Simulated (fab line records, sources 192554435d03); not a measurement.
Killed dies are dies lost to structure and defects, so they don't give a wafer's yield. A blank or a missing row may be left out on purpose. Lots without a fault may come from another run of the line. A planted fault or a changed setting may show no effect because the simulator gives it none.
fab line records | flow n5_finfet
record lots=24 wafers=72 last_day=19
route steps=1938 shown BEOL_M4@1061 BEOL_M5@1161
lots that met no fault: from a run of the same line without faults
start_h: hours from the record's first day to the start of the lot's first wafer shown | wait_h: hours since the lot's step before | " the same as in the row above | L1.1+2: a row that stands for several wafers | - no value, or no start given | * or withheld: withheld | < > ~ a bound
route shown NAME@n: a module of which the file shows steps, and the number in the route of the first | usual: mean/standard deviation of fault-free wafers | same: alike in all rows | chamber/n: place in a boat | sites: the reading at each site | _std_site: their standard deviation | _edge_site: outer sites' mean less inner sites' | radius_mm: how far each site lies from the wafer's centre | mask NAME#n: copy n | behind: the tool/chamber that last shaped the wafer | hold: why the lot was held/for how many hours/how that ended | device: the transistor (n, p or np) that didn't switch | end of line: the same wafers' tests at the end of the route | a step without rows: its recipe alone | killed: dies lost to structure and defects at the first sort, not the wafer's yield | map: a wafer's dies, x killed, . not, _ none there
set.NAME: the setting as run; set.NAME@STEP: as run at that earlier step | model.NAME: the simulator's own value behind a step, which no gauge read
steps of the route over a sample of lots; a table a step, a row a wafer
services: from which hour (start_h, from the record's first day; less than 0 if before it) a tool's chamber was out of use, for how many hours, and why
## steps
# step N5_BEOL_M4_ETCH_69
# recipe chemistry=CF4 target=SiARC target_depth_a=156 mask_material=CAR-EUV time_s=26 ion_energy_ev=80 pressure_mtorr=40 source_w=545 bias_w=36 Ar_flow_sccm=100 cf4_flow_sccm=100 ends=cleared
# usual cf4_flow_sccm=99.9/0.3 drypump_motor_current_A=5.7/0.38 etch_rf_on_time_s=26.6/0.74 oes_product_au=0.62/0.061 rf_vpp_V=184.0/1.3 showerhead_plenum_p_Torr=2.14/0.075 throttle_valve_pct=15.73/0.28
# columns lot.wafer tool chamber start_h wait_h cf4_flow_sccm drypump_motor_current_A etch_rf_on_time_s oes_product_au rf_hours_counter_h rf_vpp_V showerhead_plenum_p_Torr throttle_valve_pct
L075.2 rie_diel-05 2 191.29 0.0 100.0 5.5 26.3 0.61 203 185.6 2.20 15.50
L075.4 " 3 " " 100.1 6.1 26.3 0.64 168 182.5 2.14 15.74
L075.5 " 3 " " 99.5 6.1 26.3 0.64 - 185.9 2.14 15.74
L074.2 rie_diel-05 1 193.64 0.0 99.9 6.5 27.5 0.57 238 182.5 2.03 15.87
L074.5 " 0 " " 99.2 5.6 27.5 0.59 - 182.4 2.12 16.02
L074.6 " 1 " " 100.0 6.5 27.5 0.56 - 182.7 2.03 15.86
L078.1 rie_diel-04 2 194.95 0.0 100.0 6.0 26.2 0.62 196 182.3 2.04 15.49
L078.2 " 0 " " 100.2 5.6 26.4 0.67 89 182.1 2.09 15.33
L078.6 " 0 " " 99.9 5.6 26.5 0.67 - 184.6 2.09 15.35
L077.2 rie_diel-04 0 195.18 0.0 99.2 5.6 26.3 0.67 89 184.4 2.09 15.33
L077.3 " 1 " " 100.2 5.3 27.4 0.59 216 186.1 2.22 16.07
L077.6 " 0 " " 99.2 5.6 26.4 0.66 - 182.5 2.08 15.32
L076.2 rie_diel-05 1 195.27 0.0 99.8 6.5 27.4 0.56 238 182.3 2.03 15.88
L076.4 " 2 " " 99.8 5.5 25.9 0.62 205 185.1 2.20 15.51
L076.6 " 2 " " 99.8 5.5 25.8 0.62 - 184.6 2.20 15.50
L079.1 rie_diel-02 1 199.26 0.0 100.1 5.8 27.7 0.59 208 185.8 2.20 15.83
L079.4 " 2 " " 99.7 6.4 25.1 0.71 73 185.2 2.26 15.55
L079.5 " 3 " " 100.3 4.9 25.4 0.60 - 183.0 2.12 15.71
L080.1 rie_diel-04 3 215.81 0.0 100.1 5.7 26.6 0.59 226 185.0 2.20 16.04
L080.3 " 1 " " 100.1 5.3 27.8 0.58 223 183.9 2.22 16.08
L080.6 " 1 " " 100.0 5.3 27.8 0.58 - 184.7 2.22 16.08
L081.3 rie_diel-05 3 216.04 0.0 99.9 6.1 26.0 0.63 177 183.5 2.13 15.76
L081.5 " 0 " " 100.2 5.6 27.4 0.58 - 182.0 2.12 16.04
L081.6 " 1 " " 100.1 6.5 27.4 0.57 - 182.4 2.03 15.87
L082.3 rie_diel-04 0 219.46 0.0 99.7 5.6 26.2 0.66 98 185.5 2.08 15.34
L082.5 " 1 " " 99.7 5.3 27.6 0.58 - 185.9 2.22 16.09
L082.6 " 2 " " 99.2 6.0 26.2 0.62 - 183.0 2.04 15.51
L083.2 rie_diel-04 1 230.71 0.0 99.9 5.3 27.6 0.59 229 183.9 2.22 16.09
L083.3 " 2 " " 100.0 6.0 25.7 0.62 207 183.2 2.03 15.51
L083.4 " 3 " " 99.9 5.7 26.5 0.59 230 185.1 2.20 16.07
L084.1 rie_diel-05 2 244.49 0.0 99.8 5.5 26.2 0.60 224 185.8 2.20 15.56
L084.4 " 2 " " 100.0 5.6 26.0 0.61 - 185.6 2.20 15.54
L084.5 " 0 " " 99.9 5.6 27.4 0.57 - 185.2 2.11 16.04
L085.4 rie_diel-04 2 245.11 0.0 99.3 6.0 26.3 0.62 212 181.8 2.03 15.51
L085.5 " 1 " " 99.7 5.3 28.0 0.58 - 184.6 2.21 16.10
L085.6 " 2 " " 99.4 6.1 26.4 0.62 - 183.5 2.03 15.52
L086.2 rie_diel-02 3 245.16 0.0 99.8 4.9 25.2 0.60 239 184.3 2.11 15.75
L086.5 " 0 " " 100.3 5.8 26.0 0.81 - 186.0 2.28 15.17
L086.6 " 3 " " 99.8 4.9 24.8 0.59 - 182.5 2.11 15.75
L087.4 rie_diel-05 3 245.37 0.0 100.0 6.1 26.2 0.62 - 183.4 2.13 15.80
L087.5 " 0 " " 99.8 5.6 27.4 0.57 - 183.7 2.11 16.05
L087.6 " 2 " " 99.8 5.5 26.4 0.60 - 184.2 2.20 15.53
L088.2 rie_diel-04 2 258.99 0.0 100.1 6.1 26.2 0.62 216 183.1 2.03 15.54
L088.3 " 1 " " 99.8 5.3 27.3 0.58 237 184.9 2.21 16.12
L088.4 " 3 " " 99.6 5.7 26.4 0.57 240 185.3 2.19 16.06
L089.1 rie_diel-04 1 261.99 0.0 100.1 5.3 27.3 0.58 239 184.6 2.21 16.12
L089.5 " 3 " " 100.3 5.7 26.6 0.58 - 184.8 2.19 16.08
L089.6 " 0 " " 100.6 5.6 26.4 0.65 - 183.4 2.08 15.37
L090.3 rie_diel-04 3 266.82 0.0 99.6 5.7 26.6 0.57 242 184.2 2.19 16.08
L090.4 " 0 " " 100.1 5.6 26.8 0.64 114 183.3 2.08 15.38
L090.5 " 2 " " 99.5 6.1 26.1 0.61 - 181.7 2.03 15.54
L091.1 rie_diel-04 2 277.29 0.0 99.4 6.1 26.1 0.61 224 182.0 2.03 15.55
L091.2 " 3 " " 99.7 5.7 26.9 0.57 247 184.0 2.19 16.10
L091.4 " 1 " " 99.9 5.3 27.6 0.58 245 184.1 2.21 16.12
L093.3 rie_diel-04 2 289.05 0.0 99.6 6.0 26.1 0.60 229 181.4 2.03 15.56
L093.4 " 0 " " 99.8 5.6 26.7 0.64 - 183.3 2.07 15.38
L093.6 " 1 " " 99.9 5.3 27.4 0.58 - 184.2 2.21 16.13
L092.1 rie_diel-04 2 289.67 0.0 100.2 6.1 25.9 0.62 229 182.2 2.03 15.56
L092.3 " 1 " " 99.8 5.3 27.2 0.58 249 184.4 2.21 16.14
L092.5 " 2 " " 99.6 6.1 26.1 0.61 - 182.3 2.03 15.57
L094.1 rie_diel-05 1 298.33 0.0 100.4 6.5 25.5 0.80 14 184.6 2.27 15.44
L094.2 " 0 " " 99.7 5.6 27.6 0.57 248 184.3 2.11 16.10
L094.5 " 0 " " 99.7 5.6 27.9 0.56 - 183.9 2.11 16.08
L096.2 rie_diel-02 2 312.48 0.0 100.0 6.4 25.4 0.67 117 185.5 2.25 15.63
L096.3 " 1 " " 99.7 5.8 27.7 0.57 250 184.7 2.18 15.88
L096.6 " 1 " " 99.6 5.8 27.7 0.57 - 185.3 2.18 15.89
L095.1 rie_diel-05 1 315.79 0.0 99.7 6.5 25.6 0.77 21 185.4 2.27 15.46
L095.4 " 1 " " 99.8 6.5 25.6 0.78 - 186.0 2.27 15.46
L095.5 " 3 " " 99.7 6.1 26.3 0.61 - 183.1 2.12 15.84
L097.3 rie_diel-04 1 319.90 0.0 99.8 5.3 27.2 0.80 3 186.1 2.20 15.68
L097.4 " 0 " " 100.0 5.6 26.7 0.63 138 183.5 2.07 15.43
L097.5 " 3 " " 99.7 5.8 25.8 0.80 - 186.0 2.19 15.66
# step N5_BEOL_M4_ETCHBACK_99
# recipe chemistry=CHF3 target=SiO2 target_depth_a=50 time_s=10.4 source_w=215 bias_w=47 Ar_flow_sccm=200 CHF3_flow_sccm=12 ion_energy_ev=100 pressure_mtorr=30
# usual drypump_motor_current_A=5.7/0.44 oes_product_au=0.75/0.085 rf_vpp_V=242/4.9 showerhead_plenum_p_Torr=2.17/0.082 throttle_valve_pct=17.13/0.27
# columns lot.wafer tool chamber start_h wait_h drypump_motor_current_A oes_product_au rf_hours_counter_h rf_vpp_V showerhead_plenum_p_Torr throttle_valve_pct
L075.2 rie_diel-05 2 197.14 5.7 5.5 0.71 206 244 2.21 16.87
L075.4 " 3 " " 6.1 0.74 170 241 2.14 17.19
L075.5 " 2 " " 5.5 0.72 - 242 2.21 16.87
L074.2 rie_diel-04 0 198.50 4.7 5.6 0.79 90 233 2.08 16.71
L074.5 " 3 " " 5.7 0.69 - 241 2.22 17.49
L074.6 " 0 " " 5.6 0.79 - 234 2.08 16.70
L078.1 rie_diel-04 3 201.86 6.8 5.7 0.68 220 241 2.22 17.49
L078.2 " 1 " " 5.3 0.69 219 243 2.23 17.54
L078.6 " 1 " " 5.3 0.69 - 242 2.23 17.53
L077.2 rie_diel-02 2 208.68 13.0 6.4 0.83 77 247 2.27 17.00
L077.3 " 3 " " 4.9 0.71 225 248 2.11 17.07
L077.6 " 2 " " 6.4 0.83 - 248 2.27 17.01
L076.2 rie_diel-04 0 213.84 18.1 5.6 0.77 96 234 2.08 16.70
L076.4 " 3 " " 5.7 0.69 225 241 2.22 17.49
L076.6 " 1 " " 5.3 0.69 - 244 2.23 17.55
L079.1 rie_diel-02 2 218.59 19.2 6.4 0.82 80 247 2.27 17.00
L079.4 " 3 " " 4.9 0.71 - 247 2.11 17.10
L079.5 " 2 " " 6.4 0.83 - 247 2.27 17.02
L080.1 rie_diel-02 1 221.72 5.6 5.8 0.69 215 238 2.21 17.25
L080.3 " 2 " " 6.4 0.83 81 248 2.27 16.99
L080.6 " 3 " " 4.9 0.70 - 248 2.11 17.09
L081.3 rie_diel-04 1 231.84 15.7 5.3 0.68 229 244 2.23 17.55
L081.5 " 2 " " 6.0 0.73 - 238 2.05 17.03
L081.6 " 3 " " 5.7 0.68 - 242 2.21 17.51
L082.3 rie_diel-05 0 231.88 11.9 5.6 0.67 224 249 2.12 17.49
L082.5 " 1 " " 6.5 0.66 - 241 2.04 17.40
L082.6 " 2 " " 5.5 0.71 - 241 2.20 16.89
L083.2 rie_diel-02 3 242.90 12.1 4.9 0.70 238 246 2.11 17.09
L083.3 " 0 " " 5.8 0.95 5 245 2.30 16.68
L083.4 " 1 " " 5.8 0.69 222 239 2.20 17.27
L085.4 rie_diel-04 3 248.55 3.3 5.8 0.68 237 241 2.21 17.53
L085.5 " 1 " " 5.3 0.69 - 242 2.23 17.57
L085.6 " 0 " " 5.6 0.77 - 233 2.07 16.72
L084.1 rie_diel-02 2 253.04 8.4 6.4 0.81 93 249 2.27 17.04
L084.4 " 3 " " 4.9 0.69 241 247 2.10 17.11
L084.5 " 2 " " 6.4 0.80 - 246 2.27 17.04
L086.2 rie_diel-04 3 253.11 7.8 5.7 0.67 238 241 2.21 17.51
L086.5 " 2 " " 6.0 0.72 - 236 2.05 17.04
L086.6 " 3 " " 5.7 0.67 - 242 2.21 17.53
L087.4 rie_diel-02 0 265.25 19.7 5.8 0.93 14 247 2.30 16.70
L087.5 " 3 " " 4.9 0.69 - 250 2.10 17.12
L087.6 " 2 " " 6.4 0.81 - 245 2.27 17.04
L088.2 rie_diel-02 0 273.67 14.6 5.8 0.93 16 246 2.30 16.70
L088.3 " 3 " " 4.9 0.69 248 247 2.10 17.12
L088.4 " 2 " " 6.4 0.80 100 248 2.27 17.04
L089.1 rie_diel-04 1 279.07 17.0 5.3 0.68 245 243 2.22 17.58
L089.5 " 0 " " 5.6 0.76 - 232 2.07 16.75
L089.6 " 3 " " 5.7 0.66 - 242 2.21 17.53
L090.3 rie_diel-04 2 286.89 19.9 6.0 0.71 227 236 2.05 17.09
L090.4 " 1 " " 5.3 0.68 - 242 2.22 17.60
L090.5 " 0 " " 5.6 0.75 - 233 2.07 16.76
L091.1 rie_diel-02 0 287.38 8.8 5.7 0.90 21 246 2.29 16.70
L091.2 " 1 " " 5.8 0.67 239 238 2.20 17.31
L091.4 " 2 " " 6.4 0.80 - 247 2.26 17.05
L093.3 rie_diel-05 2 292.20 2.2 5.6 0.70 240 241 2.19 16.95
L093.4 " 1 " " 6.5 0.92 12 245 2.30 16.99
L093.6 " 3 " " 6.1 0.71 - 242 2.13 17.26
L092.1 rie_diel-04 1 295.53 5.5 5.3 0.67 252 243 2.22 17.61
L092.3 " 2 " " 6.0 0.71 232 237 2.04 17.10
L092.5 " 0 " " 5.6 0.75 - 234 2.07 16.77
L094.1 rie_diel-02 2 311.72 13.3 6.4 0.79 117 246 2.26 17.08
L094.2 " 3 " " 4.9 1.00 3 247 2.10 16.65
L094.5 " 2 " " 6.4 0.78 - 247 2.26 17.07
L096.2 rie_diel-02 1 313.79 1.0 5.8 0.67 251 240 2.19 17.31
L096.3 " 2 " " 6.4 0.78 118 247 2.26 17.09
L096.6 " 2 " " 6.4 0.78 - 247 2.26 17.09
L095.1 rie_diel-04 2 321.71 5.8 6.1 0.69 244 237 2.04 17.12
L095.4 " 1 " " 5.3 0.95 4 242 2.22 17.22
L095.5 " 1 " " 5.3 0.94 - 243 2.22 17.21
L097.3 rie_diel-04 0 322.88 2.8 5.6 0.74 139 231 2.06 16.76
L097.4 " 3 " " 5.8 0.92 9 242 2.20 17.19
L097.5 " 0 " " 5.6 0.74 - 233 2.06 16.80
# step N5_BEOL_M4_DEGAS_44
# recipe ambient=vacuum temp_c=250 time_s=60
# usual heater_power_w=343/34
# columns lot.wafer tool chamber start_h wait_h heater_power_w
L075.2 pvd_sputter-03 - 198.52 0.8 379
L075.4 " - " " 311
L075.5 " - " " 325
L074.2 pvd_sputter-03 - 199.28 0.2 374
L074.5 " - " " 366
L074.6 " - " " 380
L078.1 pvd_sputter-02 - 202.48 0.1 301
L078.2 " - " " 352
L078.6 " - " " 360
L077.2 pvd_sputter-01 - 209.51 0.3 323
L077.3 " - " " 356
L077.6 " - " " 338
L076.2 pvd_sputter-03 - 214.61 0.2 368
L076.4 " - " " 374
L076.6 " - " " 290
L079.1 pvd_sputter-01 - 219.41 0.2 356
L079.4 " - " " 332
L079.5 " - " " 333
L080.1 pvd_sputter-03 - 222.85 0.6 373
L080.3 " - " " 316
L080.6 " - " " 294
L081.3 pvd_sputter-02 - 232.89 0.5 302
L081.5 " - " " 356
L081.6 " - " " 356
L082.3 pvd_sputter-03 - 233.06 0.6 290
L082.5 " - " " 294
L082.6 " - " " 309
L083.2 pvd_sputter-02 - 243.86 0.4 341
L083.3 " - " " 387
L083.4 " - " " 311
L085.4 pvd_sputter-01 - 249.43 0.3 351
L085.5 " - " " 344
L085.6 " - " " 330
L084.1 pvd_sputter-02 - 253.82 0.2 371
L084.4 " - " " 316
L084.5 " - " " 364
L086.2 pvd_sputter-02 - 253.98 0.3 317
L086.5 " - " " 352
L086.6 " - " " 308
L087.4 pvd_sputter-02 - 266.31 0.5 404
L087.5 " - " " 356
L087.6 " - " " 354
L088.2 pvd_sputter-03 - 275.21 1.0 295
L088.3 " - " " 377
L088.4 " - " " 318
L089.1 pvd_sputter-02 - 279.86 0.2 309
L089.5 " - " " 350
L089.6 " - " " 405
L090.3 pvd_sputter-02 - 287.48 0.0 309
L090.4 " - " " 362
L090.5 " - " " 352
L091.1 pvd_sputter-01 - 288.02 0.1 289
L091.2 " - " " 361
L091.4 " - " " 340
L093.3 pvd_sputter-01 - 293.12 0.4 332
L093.4 " - " " 351
L093.6 " - " " 327
L092.1 pvd_sputter-03 - 296.38 0.3 372
L092.3 " - " " 294
L092.5 " - " " 378
L094.1 pvd_sputter-02 - 313.18 0.9 345
L094.2 " - " " 359
L094.5 " - " " 406
L096.2 pvd_sputter-02 - 314.68 0.3 350
L096.3 " - " " 409
L096.6 " - " " 355
L095.1 pvd_sputter-03 - 322.69 0.4 285
L095.4 " - " " 375
L095.5 " - " " 359
L097.3 pvd_sputter-02 - 324.33 0.9 407
L097.4 " - " " 356
L097.5 " - " " 406
# step N5_BEOL_M4_SPUTTER_79
# recipe material=Cu target_thk_a=45 temp_c=-20 chamber_pressure_pa=0.07 power_w=withheld time_s=8.29
# usual throttle_valve_pct=30.2/1
# columns lot.wafer tool chamber start_h wait_h throttle_valve_pct
L075.2 pvd_sputter-01 - 199.82 0.1 27.8
L075.4 " - " " 30.0
L075.5 " - " " 30.1
L074.2 pvd_sputter-02 - 200.24 0.1 29.8
L074.5 " - " " 29.5
L074.6 " - " " 30.3
L078.1 pvd_sputter-01 - 205.05 0.1 28.4
L078.2 " - " " 30.7
L078.6 " - " " 28.1
L077.2 pvd_sputter-02 - 210.42 0.1 30.4
L077.3 " - " " 31.8
L077.6 " - " " 31.8
L076.2 pvd_sputter-03 - 215.55 0.1 30.0
L076.4 " - " " 30.0
L076.6 " - " " 29.8
L079.1 pvd_sputter-01 - 220.25 0.1 30.1
L079.4 " - " " 28.2
L079.5 " - " " 30.1
L080.1 pvd_sputter-03 - 223.81 0.1 31.0
L080.3 " - " " 31.8
L080.6 " - " " 29.5
L081.3 pvd_sputter-03 - 234.08 0.1 31.2
L081.5 " - " " 32.0
L081.6 " - " " 31.0
L082.3 pvd_sputter-01 - 235.82 0.1 28.1
L082.5 " - " " 28.1
L082.6 " - " " 29.8
L083.2 pvd_sputter-01 - 246.49 0.1 30.2
L083.3 " - " " 30.1
L083.4 " - " " 30.7
L085.4 pvd_sputter-01 - 251.83 0.1 30.6
L085.5 " - " " 30.5
L085.6 " - " " 29.9
L084.1 pvd_sputter-03 - 254.58 0.1 31.7
L084.4 " - " " 30.2
L084.5 " - " " 31.3
L086.2 pvd_sputter-02 - 254.85 0.1 30.2
L086.5 " - " " 31.7
L086.6 " - " " 29.8
L087.4 pvd_sputter-02 - 269.14 0.1 29.8
L087.5 " - " " 30.0
L087.6 " - " " 29.9
L088.2 pvd_sputter-02 - 276.92 0.1 29.6
L088.3 " - " " 30.2
L088.4 " - " " 29.8
L089.1 pvd_sputter-02 - 280.84 0.1 30.2
L089.5 " - " " 29.6
L089.6 " - " " 31.8
L090.3 pvd_sputter-02 - 288.36 0.1 31.9
L090.4 " - " " 30.0
L090.5 " - " " 31.7
L091.1 pvd_sputter-02 - 290.50 0.1 30.3
L091.2 " - " " 30.1
L091.4 " - " " 32.0
L093.3 pvd_sputter-01 - 294.02 0.1 30.8
L093.4 " - " " 27.9
L093.6 " - " " 30.0
L092.1 pvd_sputter-01 - 297.38 0.1 28.1
L092.3 " - " " 30.2
L092.5 " - " " 29.9
L094.1 pvd_sputter-01 - 314.22 0.1 30.5
L094.2 " - " " 28.1
L094.5 " - " " 30.7
L096.2 pvd_sputter-01 - 316.06 0.1 30.3
L096.3 " - " " 30.4
L096.6 " - " " 30.2
L095.1 pvd_sputter-03 - 323.52 0.1 31.3
L095.4 " - " " 29.5
L095.5 " - " " 31.2
L097.3 pvd_sputter-02 - 325.21 0.1 29.7
L097.4 " - " " 31.9
L097.5 " - " " 29.7
# step N5_BEOL_M5_ETCH_41
# recipe chemistry=CH3F/O2 target=SiCN target_depth_a=315 taper_deg=2 time_s=56.7 ion_energy_ev=120 mask_material=TiN pressure_mtorr=30 source_w=395 bias_w=75 Ar_flow_sccm=150 CH3F_flow_sccm=30 O2_flow_sccm=20
# usual drypump_motor_current_A=5.8/0.5 oes_product_au=0.78/0.074 rf_vpp_V=297.4/1.4 showerhead_plenum_p_Torr=2.00/0.063 throttle_valve_pct=16.31/0.26
# columns lot.wafer tool chamber start_h wait_h drypump_motor_current_A oes_product_au rf_hours_counter_h rf_vpp_V showerhead_plenum_p_Torr throttle_valve_pct
L075.2 rie_diel-03 3 - - 4.7 0.76 141 295.8 1.92 16.37
L075.4 " 2 " " 5.1 0.79 99 298.4 2.02 16.27
L075.5 " 0 " " 5.5 0.90 - 299.1 2.04 16.15
L074.2 rie_diel-06 2 - - 6.0 0.73 166 299.0 2.09 16.37
L074.5 " 2 " " 6.0 0.74 - 296.6 2.09 16.39
L074.6 " 1 " " 5.2 0.93 - 298.1 2.06 16.46
L078.1 rie_diel-03 2 - - 5.1 0.79 100 296.9 2.02 16.28
L078.2 " 1 " " 5.0 0.82 106 295.2 1.93 16.51
L078.6 " 1 " " 5.0 0.81 - 296.7 1.93 16.50
L077.2 rie_diel-01 3 - - 6.2 0.86 53 294.2 1.94 15.95
L077.3 " 1 " " 5.8 0.71 203 296.3 1.91 16.52
L077.6 " 2 " " 5.9 0.76 - 300.9 2.10 16.39
L076.2 rie_diel-06 1 - - 5.2 0.91 24 299.9 2.06 16.46
L076.4 " 3 " " 6.0 0.73 - 297.0 1.99 16.22
L076.6 " 0 " " 6.6 0.87 - 296.7 2.03 15.73
L079.1 rie_diel-06 2 - - 6.0 0.74 170 298.5 2.09 16.40
L079.4 " 0 " " 6.6 0.89 46 297.8 2.03 15.71
L079.5 " 0 " " 6.6 0.89 - 299.4 2.03 15.72
L080.1 rie_diel-06 2 - - 6.0 0.74 171 298.3 2.09 16.40
L080.3 " 0 " " 6.6 0.88 47 297.4 2.03 15.74
L080.6 " 3 " " 5.9 0.73 - 297.3 1.99 16.24
L081.3 rie_diel-06 3 - - 6.0 0.74 165 297.5 1.99 16.26
L081.5 " 0 " " 6.6 0.88 - 297.7 2.03 15.72
L081.6 " 1 " " 5.2 0.90 - 298.7 2.06 16.45
L082.3 rie_diel-01 0 - - 6.1 0.70 193 298.5 1.98 16.53
L082.5 " 3 " " 6.2 0.84 - 296.7 1.94 15.96
L082.6 " 0 " " 6.0 0.69 - 297.6 1.98 16.54
L083.2 rie_diel-03 1 - - 5.0 0.79 119 295.6 1.92 16.55
L083.3 " 2 " " 5.1 0.78 112 298.4 2.02 16.30
L083.4 " 0 " " 5.5 0.87 37 298.8 2.03 16.16
L085.4 rie_diel-01 1 - - 5.8 0.70 214 296.4 1.91 16.55
L085.5 " 1 " " 5.8 0.70 - 295.6 1.91 16.55
L085.6 " 0 " " 6.0 0.69 - 297.1 1.98 16.54
L086.2 rie_diel-03 2 - - 5.1 0.78 113 297.8 2.02 16.32
L086.5 " 3 " " 4.7 0.76 - 296.7 1.92 16.40
L086.6 " 2 " " 5.1 0.77 - 298.0 2.02 16.31
L084.1 rie_diel-06 0 - - 6.6 0.87 56 298.0 2.02 15.73
L084.4 " 2 " " 6.0 0.72 181 298.7 2.09 16.41
L084.5 " 2 " " 6.0 0.72 - 299.8 2.09 16.42
L087.4 rie_diel-01 0 - - 6.1 0.69 202 297.0 1.98 16.55
L087.5 " 1 " " 5.8 0.70 - 295.6 1.91 16.56
L087.6 " 0 " " 6.1 0.69 - 297.4 1.98 16.54
L088.2 rie_diel-06 1 - - 5.2 0.88 42 299.4 2.05 16.47
L088.3 " 3 " " 6.0 0.73 177 297.1 1.99 16.26
L088.4 " 0 " " 6.6 0.86 62 297.4 2.02 15.76
L089.1 rie_diel-01 2 - - 5.8 0.75 135 298.8 2.09 16.43
L089.5 " 1 " " 5.8 0.69 - 295.0 1.90 16.58
L089.6 " 2 " " 5.9 0.74 - 297.8 2.09 16.42
L090.3 rie_diel-01 1 - - 5.8 0.69 227 294.4 1.90 16.58
L090.4 " 2 " " 5.8 0.74 138 298.0 2.09 16.43
L090.5 " 3 " " 6.3 0.82 - 295.7 1.93 15.98
L091.1 rie_diel-01 2 - - 5.9 0.75 139 297.6 2.09 16.43
L091.2 " 1 " " 5.8 0.70 228 294.5 1.90 16.58
L091.4 " 0 " " 6.0 0.69 210 298.1 1.98 16.56
L093.3 rie_diel-01 1 - - 5.8 0.69 230 293.6 1.90 16.58
L093.4 " 0 " " 6.0 0.68 212 296.8 1.98 16.57
L093.6 " 3 " " 6.2 0.82 - 297.9 1.93 15.99
L092.1 rie_diel-01 0 - - 6.0 0.69 213 297.5 1.98 16.57
L092.3 " 2 " " 5.9 0.75 141 298.2 2.09 16.46
L092.5 " 2 " " 5.9 0.74 - 299.4 2.09 16.43
L094.1 rie_diel-06 2 - - 6.0 0.70 200 299.5 2.08 16.45
L094.2 " 1 " " 5.2 0.86 57 298.5 2.05 16.51
L094.5 " 1 " " 5.2 0.86 - 298.6 2.05 16.52
L096.2 rie_diel-06 2 - - 5.9 0.71 200 300.4 2.08 16.45
L096.3 " 3 " " 6.0 0.71 190 298.4 1.98 16.29
L096.6 " 1 " " 5.2 0.86 - 297.0 2.05 16.51
L095.1 rie_diel-01 1 - - 5.8 0.68 238 295.2 1.90 16.61
L095.4 " 0 " " 6.1 0.67 221 296.7 1.97 16.58
L095.5 " 1 " " 5.8 0.68 - 296.0 1.90 16.59
L097.3 rie_diel-06 3 - - 6.0 0.70 194 297.6 1.98 16.31
L097.4 " 2 " " 6.0 0.70 204 298.7 2.08 16.44
L097.5 " 2 " " 6.0 0.69 - 297.7 2.08 16.44
# step N5_BEOL_M5_PRE_CLEAN_45
# recipe gas=H2/He time_s=30 temp_c=250
# usual heater_power_w=342/34
# columns lot.wafer tool chamber start_h wait_h heater_power_w
L075.2 pvd_sputter-02 - 208.40 0.0 354
L075.4 " - " " 311
L075.5 " - " " 347
L074.2 pvd_sputter-01 - 209.35 0.0 345
L074.5 " - " " 289
L074.6 " - " " 355
L078.1 pvd_sputter-01 - 214.87 0.0 361
L078.2 " - " " 338
L078.6 " - " " 360
L077.2 pvd_sputter-02 - 220.99 0.0 395
L077.3 " - " " 342
L077.6 " - " " 306
L076.2 pvd_sputter-01 - 226.94 0.0 329
L076.4 " - " " 282
L076.6 " - " " 347
L079.1 pvd_sputter-01 - 229.06 0.0 332
L079.4 " - " " 334
L079.5 " - " " 330
L080.1 pvd_sputter-02 - 232.29 0.0 397
L080.3 " - " " 355
L080.6 " - " " 313
L081.3 pvd_sputter-02 - 243.48 0.0 346
L081.5 " - " " 409
L081.6 " - " " 308
L082.3 pvd_sputter-03 - 248.71 0.0 289
L082.5 " - " " 373
L082.6 " - " " 315
L083.2 pvd_sputter-01 - 257.81 0.0 334
L083.3 " - " " 327
L083.4 " - " " 347
L085.4 pvd_sputter-02 - 260.91 0.0 311
L085.5 " - " " 399
L085.6 " - " " 346
L086.2 pvd_sputter-01 - 264.73 0.0 357
L086.5 " - " " 293
L086.6 " - " " 353
L084.1 pvd_sputter-01 - 265.37 0.0 344
L084.4 " - " " 330
L084.5 " - " " 293
L087.4 pvd_sputter-02 - 279.66 0.0 310
L087.5 " - " " 303
L087.6 " - " " 403
L088.2 pvd_sputter-02 - 287.28 0.0 360
L088.3 " - " " 308
L088.4 " - " " 400
L089.1 pvd_sputter-03 - 293.34 0.0 320
L089.5 " - " " 367
L089.6 " - " " 314
L090.3 pvd_sputter-03 - 297.22 0.0 283
L090.4 " - " " 328
L090.5 " - " " 376
L091.1 pvd_sputter-02 - 300.15 0.0 350
L091.2 " - " " 358
L091.4 " - " " 305
L093.3 pvd_sputter-02 - 305.14 0.0 367
L093.4 " - " " 356
L093.6 " - " " 344
L092.1 pvd_sputter-01 - 306.93 0.0 353
L092.3 " - " " 342
L092.5 " - " " 358
L094.1 pvd_sputter-01 - 325.17 0.0 341
L094.2 " - " " 324
L094.5 " - " " 333
L096.2 pvd_sputter-03 - 325.38 0.0 316
L096.3 " - " " 385
L096.6 " - " " 285
L095.1 pvd_sputter-03 - 334.79 0.0 287
L095.4 " - " " 384
L095.5 " - " " 368
L097.3 pvd_sputter-03 - 335.22 0.0 365
L097.4 " - " " 326
L097.5 " - " " 373
## services
# columns tool chamber start_h hours kind
pvd_sputter-02 - 168.67 3.0 repair
rie_diel-06 3 170.12 4.2 repair
rie_diel-02 0 205.33 - clean
rie_diel-06 2 224.10 3.8 repair
rie_diel-02 1 236.01 1.8 repair
rie_diel-04 - 241.54 0.5 repair
rie_diel-03 2 257.70 2.6 repair
rie_diel-02 - 268.92 2.8 pm
pvd_sputter-01 - 272.01 0.5 repair
rie_diel-03 - 281.46 14.6 pm
rie_diel-04 3 284.47 - clean
rie_diel-04 3 284.47 - consumable_replace:focus_ring
rie_diel-04 3 284.47 19.3 scheduled_down
rie_diel-04 3 284.47 19.3 vent_cycle
rie_diel-05 2 293.30 10.5 repair
rie_diel-05 - 300.33 0.8 repair
rie_diel-04 1 303.82 - clean
rie_diel-04 1 303.82 - consumable_replace:focus_ring
rie_diel-04 1 303.82 10.0 scheduled_down
rie_diel-04 1 303.82 10.0 vent_cycle
rie_diel-02 0 304.01 13.7 repair
rie_diel-04 - 328.22 20.3 repair
rie_diel-02 2 329.23 17.8 repair
rie_diel-05 - 333.67 14.6 pm
## key
fault none
